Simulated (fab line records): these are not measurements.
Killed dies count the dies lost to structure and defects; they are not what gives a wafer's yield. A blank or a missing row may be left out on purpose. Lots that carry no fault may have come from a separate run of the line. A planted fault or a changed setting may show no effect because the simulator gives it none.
fab line records || flow n5Finfet || part 2 of 2: steps 9 to 9 of 9
record {"lots": 7, "wafers": 20, "lastDay": 19}
route steps=1938 shown BEOL_M9@1440 BEOL_M15@1830 PASSIVATION@1936
lots with no fault: from the same line, run without faults
startH: the number of hours between the record's first day and the start of the first shown wafer of the lot || waitH: hours elapsed since this lot's preceding step || " the same as in the row above || L1.1+2: a row that stands for several wafers || - value missing, or start not given || * or withheld: withheld || < > ~ a bound
route shown NAME@n: names a module that has steps shown in the file, with the first one's number in the route || usual: mean/standard deviation taken from wafers without a fault || same: alike in all rows || chamber/n: place in a boat || sites: readings site by site || _std_site: standard deviation across them || _edge_site: outer sites' mean less inner sites' || radiusMm: how far each site lies from the wafer's centre || mask NAME#n: copy n || behind: the last tool/chamber to shape the wafer || hold: why the lot was held/for how many hours/how that ended || device: whichever transistor did not switch (one of n, p or np) || end of line: the same wafers' tests at the end of the route || step lacking rows: just its recipe || killed: dies that structure and defects cost at the first sort, which is not the same as the wafer's yield || map: the dies of a wafer, with x for killed, . for not killed, _ for no die there
set.NAME: the run value of the setting; set.NAME@STEP: its run value at that earlier step || model.NAME: the simulator's own value behind a step, which no gauge read
steps of the route over a sample of lots; a table a step, a row a wafer
services: a tool's chamber out of use, with start hour (startH, from the record's first day; less than 0 if before it), hours out, and reason
## steps
# step N5_PASSIVATION_PROBE_49
# usual {"defectLimitedYield": "91.5/1.4", "killed_at_M0_to_M3": "34/11", "killed_at_M4_up": "15/6", "killedAtContacts": "11/5.9", "killedAtFrontEnd": "37/11", "killedAtOther": "3.6/2.9", "killedDies": "101/17", "killedOpen": "66/12", "killedShort": "33/7.8", "sort_bin_5_function": "5.0/0.97", "sort_bin_6_memory": "3.2/0.65", "sort_bin_8_speed": "0.02/0.2", "sortNPass": "1079/17", "sortYieldPct": "91.4/1.4"}
# same {"grossDies": 1180, "killedAtBackSide": 0, "sort_bin_4_leakage[%]": 0}
{"lot.wafer": "L598.1", "tool": "prober-02", "chamber": "-", "startH": 307.11, "waitH": 0.0, "defectLimitedYield[%]": 91.9, "killed_at_M0_to_M3": 32, "killed_at_M4_up": 14, "killedAtContacts": 10, "killedAtFrontEnd": 34, "killedAtOther": 5, "killedDies": 95, "killedOpen": 52, "killedShort": 42, "sort_bin_5_function[%]": 5.0, "sort_bin_6_memory[%]": 2.4, "sort_bin_8_speed[%]": 0, "sortNPass": 1085, "sortYieldPct[%]": 91.9}
{"lot.wafer": "L598.3", "tool": "prober-02", "chamber": "-", "startH": 307.21, "waitH": 0.1, "defectLimitedYield[%]": 90.4, "killed_at_M0_to_M3": 55, "killed_at_M4_up": 9, "killedAtContacts": 6, "killedAtFrontEnd": 35, "killedAtOther": 8, "killedDies": 113, "killedOpen": 74, "killedShort": 36, "sort_bin_5_function[%]": 4.7, "sort_bin_6_memory[%]": 4.1, "sort_bin_8_speed[%]": 0, "sortNPass": 1067, "sortYieldPct[%]": 90.4}
{"lot.wafer": "L598.6", "tool": "prober-02", "chamber": "-", "startH": 307.36, "waitH": 0.3, "defectLimitedYield[%]": 92.0, "killed_at_M0_to_M3": 35, "killed_at_M4_up": 17, "killedAtContacts": 9, "killedAtFrontEnd": 30, "killedAtOther": 3, "killedDies": 94, "killedOpen": 52, "killedShort": 36, "sort_bin_5_function[%]": 4.1, "sort_bin_6_memory[%]": 3.4, "sort_bin_8_speed[%]": 0, "sortNPass": 1086, "sortYieldPct[%]": 92.0}
{"lot.wafer": "L602.1", "tool": "prober-01", "chamber": "-", "startH": 349.32, "waitH": 0.0, "defectLimitedYield[%]": 88.9, "killed_at_M0_to_M3": 46, "killed_at_M4_up": 19, "killedAtContacts": 10, "killedAtFrontEnd": 54, "killedAtOther": 2, "killedDies": 131, "killedOpen": 88, "killedShort": 40, "sort_bin_5_function[%]": 6.6, "sort_bin_6_memory[%]": 4.1, "sort_bin_8_speed[%]": 0, "sortNPass": 1049, "sortYieldPct[%]": 88.9}
{"lot.wafer": "L602.3", "tool": "prober-01", "chamber": "-", "startH": 349.42, "waitH": 0.1, "defectLimitedYield[%]": 89.7, "killed_at_M0_to_M3": 39, "killed_at_M4_up": 18, "killedAtContacts": 4, "killedAtFrontEnd": 58, "killedAtOther": 2, "killedDies": 121, "killedOpen": 63, "killedShort": 55, "sort_bin_5_function[%]": 5.8, "sort_bin_6_memory[%]": 4.1, "sort_bin_8_speed[%]": 0, "sortNPass": 1059, "sortYieldPct[%]": 89.7}
{"lot.wafer": "L602.4", "tool": "prober-01", "chamber": "-", "startH": 349.47, "waitH": 0.2, "defectLimitedYield[%]": 91.7, "killed_at_M0_to_M3": 41, "killed_at_M4_up": 16, "killedAtContacts": 8, "killedAtFrontEnd": 32, "killedAtOther": 1, "killedDies": 98, "killedOpen": 69, "killedShort": 29, "sort_bin_5_function[%]": 5.6, "sort_bin_6_memory[%]": 2.5, "sort_bin_8_speed[%]": 0, "sortNPass": 1082, "sortYieldPct[%]": 91.7}
{"lot.wafer": "L606.3", "tool": "prober-02", "chamber": "-", "startH": 381.69, "waitH": 0.1, "defectLimitedYield[%]": 91.4, "killed_at_M0_to_M3": 31, "killed_at_M4_up": 11, "killedAtContacts": 9, "killedAtFrontEnd": 49, "killedAtOther": 1, "killedDies": 101, "killedOpen": 73, "killedShort": 25, "sort_bin_5_function[%]": 4.3, "sort_bin_6_memory[%]": 4.0, "sort_bin_8_speed[%]": 0, "sortNPass": 1079, "sortYieldPct[%]": 91.4}
{"lot.wafer": "L606.4", "tool": "prober-02", "chamber": "-", "startH": 381.74, "waitH": 0.2, "defectLimitedYield[%]": 91.8, "killed_at_M0_to_M3": 41, "killed_at_M4_up": 21, "killedAtContacts": 6, "killedAtFrontEnd": 24, "killedAtOther": 5, "killedDies": 97, "killedOpen": 68, "killedShort": 29, "sort_bin_5_function[%]": 5.4, "sort_bin_6_memory[%]": 2.6, "sort_bin_8_speed[%]": 0, "sortNPass": 1083, "sortYieldPct[%]": 91.8}
{"lot.wafer": "L606.6", "tool": "prober-02", "chamber": "-", "startH": 381.84, "waitH": 0.3, "defectLimitedYield[%]": 91.9, "killed_at_M0_to_M3": 40, "killed_at_M4_up": 22, "killedAtContacts": 5, "killedAtFrontEnd": 26, "killedAtOther": 2, "killedDies": 95, "killedOpen": 67, "killedShort": 28, "sort_bin_5_function[%]": 4.7, "sort_bin_6_memory[%]": 3.3, "sort_bin_8_speed[%]": 0, "sortNPass": 1085, "sortYieldPct[%]": 91.9}
{"lot.wafer": "L614.3", "tool": "prober-01", "chamber": "-", "startH": 418.54, "waitH": 0.1, "defectLimitedYield[%]": 92.6, "killed_at_M0_to_M3": 31, "killed_at_M4_up": 23, "killedAtContacts": 16, "killedAtFrontEnd": 11, "killedAtOther": 6, "killedDies": 87, "killedOpen": 55, "killedShort": 29, "sort_bin_5_function[%]": 4.3, "sort_bin_6_memory[%]": 2.9, "sort_bin_8_speed[%]": 0, "sortNPass": 1093, "sortYieldPct[%]": 92.6}
{"lot.wafer": "L614.4", "tool": "prober-01", "chamber": "-", "startH": 418.59, "waitH": 0.2, "defectLimitedYield[%]": 88.6, "killed_at_M0_to_M3": 57, "killed_at_M4_up": 10, "killedAtContacts": 15, "killedAtFrontEnd": 42, "killedAtOther": 10, "killedDies": 134, "killedOpen": 88, "killedShort": 42, "sort_bin_5_function[%]": 7.1, "sort_bin_6_memory[%]": 3.7, "sort_bin_8_speed[%]": 0, "sortNPass": 1046, "sortYieldPct[%]": 88.6}
{"lot.wafer": "L614.5", "tool": "prober-01", "chamber": "-", "startH": 418.64, "waitH": 0.2, "defectLimitedYield[%]": 91.7, "killed_at_M0_to_M3": 30, "killed_at_M4_up": 19, "killedAtContacts": 12, "killedAtFrontEnd": 33, "killedAtOther": 4, "killedDies": 98, "killedOpen": 65, "killedShort": 31, "sort_bin_5_function[%]": 5.2, "sort_bin_6_memory[%]": 2.9, "sort_bin_8_speed[%]": 0, "sortNPass": 1082, "sortYieldPct[%]": 91.7}
{"lot.wafer": "L612.1", "tool": "prober-02", "chamber": "-", "startH": 427.53, "waitH": 0.0, "defectLimitedYield[%]": 90.8, "killed_at_M0_to_M3": 25, "killed_at_M4_up": 13, "killedAtContacts": 12, "killedAtFrontEnd": 47, "killedAtOther": 12, "killedDies": 109, "killedOpen": 67, "killedShort": 40, "sort_bin_5_function[%]": 5.2, "sort_bin_6_memory[%]": 3.7, "sort_bin_8_speed[%]": 0, "sortNPass": 1071, "sortYieldPct[%]": 90.8}
{"lot.wafer": "L612.3", "tool": "prober-02", "chamber": "-", "startH": 427.63, "waitH": 0.1, "defectLimitedYield[%]": 91.7, "killed_at_M0_to_M3": 32, "killed_at_M4_up": 9, "killedAtContacts": 5, "killedAtFrontEnd": 42, "killedAtOther": 10, "killedDies": 98, "killedOpen": 66, "killedShort": 31, "sort_bin_5_function[%]": 4.5, "sort_bin_6_memory[%]": 3.6, "sort_bin_8_speed[%]": 0, "sortNPass": 1082, "sortYieldPct[%]": 91.7}
{"lot.wafer": "L616.1", "tool": "prober-01", "chamber": "-", "startH": 440.92, "waitH": 0.0, "defectLimitedYield[%]": 92.5, "killed_at_M0_to_M3": 28, "killed_at_M4_up": 22, "killedAtContacts": 9, "killedAtFrontEnd": 26, "killedAtOther": 3, "killedDies": 88, "killedOpen": 52, "killedShort": 34, "sort_bin_5_function[%]": 4.6, "sort_bin_6_memory[%]": 2.5, "sort_bin_8_speed[%]": 0.42, "sortNPass": 1087, "sortYieldPct[%]": 92.1}
{"lot.wafer": "L616.2", "tool": "prober-01", "chamber": "-", "startH": 440.97, "waitH": 0.1, "defectLimitedYield[%]": 89.2, "killed_at_M0_to_M3": 53, "killed_at_M4_up": 21, "killedAtContacts": 8, "killedAtFrontEnd": 44, "killedAtOther": 2, "killedDies": 128, "killedOpen": 79, "killedShort": 48, "sort_bin_5_function[%]": 6.5, "sort_bin_6_memory[%]": 3.9, "sort_bin_8_speed[%]": 0, "sortNPass": 1052, "sortYieldPct[%]": 89.2}
{"lot.wafer": "L616.6", "tool": "prober-01", "chamber": "-", "startH": 441.17, "waitH": 0.3, "defectLimitedYield[%]": 91.9, "killed_at_M0_to_M3": 21, "killed_at_M4_up": 21, "killedAtContacts": 24, "killedAtFrontEnd": 28, "killedAtOther": 2, "killedDies": 96, "killedOpen": 61, "killedShort": 33, "sort_bin_5_function[%]": 4.9, "sort_bin_6_memory[%]": 3.1, "sort_bin_8_speed[%]": 0, "sortNPass": 1084, "sortYieldPct[%]": 91.9}
{"lot.wafer": "L617.1", "tool": "prober-01", "chamber": "-", "startH": 445.31, "waitH": 0.0, "defectLimitedYield[%]": 91.7, "killed_at_M0_to_M3": 36, "killed_at_M4_up": 20, "killedAtContacts": 8, "killedAtFrontEnd": 30, "killedAtOther": 4, "killedDies": 98, "killedOpen": 63, "killedShort": 34, "sort_bin_5_function[%]": 4.8, "sort_bin_6_memory[%]": 3.3, "sort_bin_8_speed[%]": 0, "sortNPass": 1082, "sortYieldPct[%]": 91.7}
{"lot.wafer": "L617.4", "tool": "prober-01", "chamber": "-", "startH": 445.46, "waitH": 0.2, "defectLimitedYield[%]": 91.9, "killed_at_M0_to_M3": 25, "killed_at_M4_up": 11, "killedAtContacts": 10, "killedAtFrontEnd": 43, "killedAtOther": 6, "killedDies": 95, "killedOpen": 61, "killedShort": 31, "sort_bin_5_function[%]": 4.6, "sort_bin_6_memory[%]": 3.1, "sort_bin_8_speed[%]": 0, "sortNPass": 1085, "sortYieldPct[%]": 91.9}
{"lot.wafer": "L617.6", "tool": "prober-01", "chamber": "-", "startH": 445.56, "waitH": 0.3, "defectLimitedYield[%]": 90.5, "killed_at_M0_to_M3": 38, "killed_at_M4_up": 22, "killedAtContacts": 10, "killedAtFrontEnd": 38, "killedAtOther": 4, "killedDies": 112, "killedOpen": 76, "killedShort": 35, "sort_bin_5_function[%]": 5.9, "sort_bin_6_memory[%]": 3.4, "sort_bin_8_speed[%]": 0, "sortNPass": 1068, "sortYieldPct[%]": 90.5}
# killed by level:class
L598.1 BEOL_M0_SAQP:geometricParticle:short=9 BEOL_M2:geometricParticle:open=9 FIN_SAQP:geometricParticle:short=8 MOL_CONTACT_COAG:geometricParticle:open=7 BEOL_M5:geometricParticle:open=6 ILD0:geometricParticle:short=5 BEOL_M0:geometricParticle:open=5 ILD0:geometricParticle:open=4
L598.3 BEOL_M0_SAQP:geometricParticle:open=12 BEOL_M1:geometricParticle:open=12 BEOL_M2:geometricParticle:open=11 BEOL_M0_SAQP:geometricParticle:short=9 FIN_SAQP:geometricParticle:open=6 MOL_CONTACT_COAG:geometricParticle:open=6 STI_FIN_REVEAL:geometricParticle:open=4 DUMMY_GATE:geometricParticle:open=4
L598.6 BEOL_M0_SAQP:geometricParticle:short=11 BEOL_M0_SAQP:geometricParticle:open=8 BEOL_M2:geometricParticle:open=8 BEOL_M4:geometricParticle:open=6 FIN_SAQP:geometricParticle:short=5 GATE_CUT:geometricParticle:short=5 MOL_CONTACT_COAG:geometricParticle:open=5 STARTING-WAFER:geometricParticle:short=4
L602.1 BEOL_M0_SAQP:geometricParticle:open=15 STI_FIN_REVEAL:geometricParticle:open=14 FIN_SAQP:geometricParticle:open=11 BEOL_M3:geometricParticle:open=10 BEOL_M0_SAQP:geometricParticle:short=9 FIN_SAQP:geometricParticle:short=7 BEOL_M4:geometricParticle:open=7 MOL_CONTACT_COAG:geometricParticle:open=6
L602.3 FIN_SAQP:geometricParticle:short=14 BEOL_M0_SAQP:geometricParticle:short=11 BEOL_M0_SAQP:geometricParticle:open=10 BEOL_M4:geometricParticle:open=9 GATE_CUT:geometricParticle:short=8 STARTING-WAFER:geometricParticle:short=8 BEOL_M2:geometricParticle:open=7 BEOL_M3:geometricParticle:open=7
L602.4 BEOL_M0_SAQP:geometricParticle:open=12 BEOL_M3:geometricParticle:open=10 BEOL_M0_SAQP:geometricParticle:short=8 FIN_SAQP:geometricParticle:open=7 STI_FIN_REVEAL:geometricParticle:open=7 MOL_CONTACT_COAG:geometricParticle:open=7 BEOL_M4:geometricParticle:open=5 STARTING-WAFER:geometricParticle:short=5
L606.3 STI_FIN_REVEAL:geometricParticle:open=21 BEOL_M1:geometricParticle:open=10 BEOL_M3:geometricParticle:open=7 FIN_SAQP:geometricParticle:open=6 MOL_CONTACT_COAG:geometricParticle:open=6 BEOL_M0_SAQP:geometricParticle:short=6 BEOL_M0_SAQP:geometricParticle:open=5 DUMMY_GATE:geometricParticle:open=4
L606.4 BEOL_M1:geometricParticle:open=14 BEOL_M2:geometricParticle:open=8 BEOL_M3:geometricParticle:open=7 BEOL_M4:geometricParticle:open=7 DUMMY_GATE:geometricParticle:open=5 MOL_CONTACT_COAG:geometricParticle:open=5 BEOL_M0_SAQP:geometricParticle:short=5 FIN_SAQP:geometricParticle:short=3
L606.6 BEOL_M1:geometricParticle:open=11 DUMMY_GATE:geometricParticle:open=10 BEOL_M3:geometricParticle:open=10 BEOL_M4:geometricParticle:open=8 BEOL_M0_SAQP:geometricParticle:short=8 MOL_CONTACT_COAG:geometricParticle:open=5 BEOL_M1:geometricParticle:short=5 FIN_SAQP:geometricParticle:open=4
L614.3 MOL_CONTACT_COAG:geometricParticle:open=12 BEOL_M4:geometricParticle:open=9 BEOL_M3:geometricParticle:open=6 BEOL_M2:geometricParticle:open=5 MOL_CONTACT_COAG:geometricParticle:short=4 BEOL_M0_SAQP:geometricParticle:short=4 BEOL_M2:geometricParticle:short=4 STARTING-WAFER:geometricParticle:short=4
L614.4 MOL_CONTACT_COAG:geometricParticle:open=14 BEOL_M0_SAQP:geometricParticle:open=13 STI_FIN_REVEAL:geometricParticle:open=12 BEOL_M0_SAQP:geometricParticle:short=12 FIN_SAQP:geometricParticle:open=11 BEOL_M2:geometricParticle:open=7 BEOL_M3:geometricParticle:open=6 STARTING-WAFER:geometricParticle:short=6
L614.5 DUMMY_GATE:geometricParticle:open=10 MOL_CONTACT_COAG:geometricParticle:open=9 BEOL_M4:geometricParticle:open=8 BEOL_M0_SAQP:geometricParticle:open=8 BEOL_M0_SAQP:geometricParticle:short=6 STI_FIN_REVEAL:geometricParticle:open=5 BEOL_M3:geometricParticle:open=5 BEOL_M1:geometricParticle:open=4
L612.1 FIN_SAQP:geometricParticle:short=15 STI_FIN_REVEAL:geometricParticle:open=11 MOL_CONTACT_COAG:geometricParticle:open=11 BEOL_M1:geometricParticle:open=8 BEOL_M2:geometricParticle:open=8 FIN_SAQP:geometricParticle:open=7 MIM_TOP_ETCH:geometricParticle:short=6 FIN_CUT:geometricParticle:short=5
L612.3 FIN_SAQP:geometricParticle:open=13 BEOL_M1:geometricParticle:open=10 BEOL_M2:geometricParticle:open=7 FIN_SAQP:geometricParticle:short=6 BEOL_M0_SAQP:geometricParticle:short=6 STI_FIN_REVEAL:geometricParticle:open=5 MIM_TOP_ETCH:geometricParticle:short=5 MOL_CONTACT_COAG:geometricParticle:open=4
L616.1 FIN_SAQP:geometricParticle:short=9 BEOL_M4:geometricParticle:open=9 MOL_CONTACT_COAG:geometricParticle:open=8 BEOL_M2:geometricParticle:open=6 BEOL_M5:geometricParticle:open=5 BEOL_M0_SAQP:geometricParticle:short=5 BEOL_M2:geometricParticle:short=5 FIN_SAQP:geometricParticle:open=4
L616.2 BEOL_M0_SAQP:geometricParticle:open=17 BEOL_M0_SAQP:geometricParticle:short=16 STI_FIN_REVEAL:geometricParticle:open=15 FIN_SAQP:geometricParticle:short=9 BEOL_M4:geometricParticle:open=9 BEOL_M1:geometricParticle:open=7 BEOL_M2:geometricParticle:open=7 MOL_CONTACT_COAG:geometricParticle:open=4
L616.6 MOL_CONTACT_COAG:geometricParticle:open=17 BEOL_M4:geometricParticle:open=13 FIN_SAQP:geometricParticle:short=8 STI_FIN_REVEAL:geometricParticle:open=6 MOL_CONTACT_COAG:geometricParticle:short=6 BEOL_M0_SAQP:geometricParticle:short=5 BEOL_M3:geometricParticle:open=4 BEOL_M0_SAQP:geometricParticle:open=3
L617.1 BEOL_M2:geometricParticle:open=11 MOL_CONTACT_COAG:geometricParticle:open=8 STARTING-WAFER:geometricParticle:open=6 BEOL_M4:geometricParticle:open=6 FIN_SAQP:geometricParticle:open=5 BEOL_M1:geometricParticle:open=5 BEOL_M5:geometricParticle:short=4 BEOL_M0_SAQP:geometricParticle:short=4
L617.4 FIN_SAQP:geometricParticle:short=10 BEOL_M4:geometricParticle:open=9 FIN_SAQP:geometricParticle:open=7 GATE_CUT:geometricParticle:short=7 STARTING-WAFER:geometricParticle:open=7 MOL_CONTACT_COAG:geometricParticle:open=6 BEOL_M0_SAQP:geometricParticle:short=6 BEOL_M2:geometricParticle:open=5
L617.6 BEOL_M0_SAQP:geometricParticle:open=9 BEOL_M2:geometricParticle:open=8 FIN_SAQP:geometricParticle:short=7 MOL_CONTACT_COAG:geometricParticle:open=7 BEOL_M4:geometricParticle:open=7 FIN_SAQP:geometricParticle:open=6 BEOL_M0_SAQP:geometricParticle:short=6 BEOL_M0:geometricParticle:open=6
## services
{"tool": "rieDiel-05", "chamber": 1, "startH": 264.80, "hours": "-", "kind": "clean"}
{"tool": "rieDiel-05", "chamber": 1, "startH": 264.80, "hours": "-", "kind": "consumableReplace:focusRing"}
{"tool": "rieDiel-05", "chamber": 1, "startH": 264.80, "hours": 21.0, "kind": "scheduledDown"}
{"tool": "rieDiel-05", "chamber": 1, "startH": 264.80, "hours": 21.0, "kind": "ventCycle"}
{"tool": "rieDiel-06", "chamber": "-", "startH": 299.45, "hours": 1.1, "kind": "repair"}
{"tool": "rieDiel-05", "chamber": 2, "startH": 308.01, "hours": 10.4, "kind": "repair"}
{"tool": "rieDiel-05", "chamber": 3, "startH": 329.66, "hours": "-", "kind": "clean"}
{"tool": "rieDiel-05", "chamber": 3, "startH": 329.66, "hours": "-", "kind": "consumableReplace:focusRing"}
{"tool": "rieDiel-02", "chamber": 0, "startH": 347.03, "hours": 9.0, "kind": "repair"}
{"tool": "rieDiel-06", "chamber": 3, "startH": 352.48, "hours": "-", "kind": "clean"}
{"tool": "rieDiel-06", "chamber": 3, "startH": 352.48, "hours": "-", "kind": "consumableReplace:focusRing"}
{"tool": "rieDiel-06", "chamber": 3, "startH": 352.48, "hours": "-", "kind": "consumableReplace:showerhead"}
{"tool": "rieDiel-06", "chamber": 3, "startH": 352.48, "hours": 16.5, "kind": "scheduledDown"}
{"tool": "rieDiel-06", "chamber": 3, "startH": 352.48, "hours": 16.5, "kind": "ventCycle"}
{"tool": "rieDiel-06", "chamber": 1, "startH": 354.73, "hours": 9.2, "kind": "repair"}
{"tool": "pvdSputter-02", "chamber": "-", "startH": 382.94, "hours": 2.5, "kind": "repair"}
